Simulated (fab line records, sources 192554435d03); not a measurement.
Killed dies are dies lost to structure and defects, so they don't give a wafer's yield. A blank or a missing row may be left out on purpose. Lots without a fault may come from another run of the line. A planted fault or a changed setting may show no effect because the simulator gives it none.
Which tool did it? | flow n5_finfet | 9 lots, 27 wafers sampled, at 3 steps of a route of 1938

WHAT THE GAUGES READ, wafer by wafer
N5_BEOL_M11_OCD_MEAS_38.
lot  | measured     | on     | trench_depth_nm (nm)
L505 | day 12 03:47 | ocd-02 | 147 148 140
L510 | day 13 16:28 | ocd-01 | 149 152 151
L509 | day 13 03:38 | ocd-01 | 150 152 151
L507 | day 13 16:38 | ocd-02 | 146 142 149
L519 | day 16 16:29 | ocd-01 | 0 0 0
L521 | day 17 05:48 | ocd-01 | 0 1 0
L524 | day 17 15:59 | ocd-01 | 144 151 155
L523 | day 17 18:48 | ocd-01 | 154 151 154
L522 | day 17 22:54 | ocd-02 | 151 144 145

WHICH TOOL RAN EACH LOT (tool, then ch and the chambers of the sampled wafers, then the start)
lot  | N5_BEOL_M11_DESCUM_33              | N5_BEOL_M11_TRENCH_ETCH_37
L505 | rie_diel-05 ch 0,1,3, day 12 03:18 | rie_diel-05 ch 0,1,3, day 12 03:37
L510 | rie_diel-06 ch 0,2,3, day 13 15:58 | rie_diel-06 ch 0,2,3, day 13 16:17
L509 | rie_diel-06 ch 0,2,3, day 13 03:09 | rie_diel-06 ch 0,2,3, day 13 03:28
L507 | rie_diel-02 ch 0,1,3, day 13 16:08 | rie_diel-02 ch 0,1,3, day 13 16:27
L519 | rie_diel-06 ch 0,1,3, day 16 15:59 | rie_diel-06 ch 0,1,3, day 16 16:18
L521 | rie_diel-06 ch 1,2,3, day 17 05:19 | rie_diel-06 ch 1,2,3, day 17 05:37
L524 | rie_diel-06 ch 1,2,3, day 17 15:30 | rie_diel-06 ch 1,2,3, day 17 15:49
L523 | rie_diel-05 ch 2,3, day 17 18:19   | rie_diel-05 ch 2,3, day 17 18:37
L522 | rie_diel-06 ch 1,3, day 17 22:24   | rie_diel-06 ch 1,3, day 17 22:43
- N5_BEOL_M11_DESCUM_33: chemistry O2, time 7.9 s.
- N5_BEOL_M11_TRENCH_ETCH_37: etches SiCOH lowk in C4F6/O2, target depth 148.83 nm, time 48 s.

THE ANSWER, worked out from the rows above alone
Rule: what is usual is taken from the lots themselves. Put in order of their means at a reading, lots are off if they are a third of the lots or fewer, leave a main group of 4 or more, and stand apart from it by a gap of 3 or more times the standard deviation of the main group's means; of several such gaps the widest counts. A main group whose means are all the same, to the digits that the tables above print for the reading, isn't used. A lot without any number at a reading at which 4 lots or more have one is off too. The other lots that the step has rows for count as sound.
Off: L519, L521, at N5_BEOL_M11_OCD_MEAS_38 (trench_depth_nm). The main group: mean 149 nm, standard deviation 2.8.
A tool fits if, at a process step before that reading, it ran every lot that is off, and no sound lot after the first of them. The gauges at N5_BEOL_M11_OCD_MEAS_38 are tried like those tools. None of those tried fits.

WHAT THE SIMULATOR HAD PUT IN
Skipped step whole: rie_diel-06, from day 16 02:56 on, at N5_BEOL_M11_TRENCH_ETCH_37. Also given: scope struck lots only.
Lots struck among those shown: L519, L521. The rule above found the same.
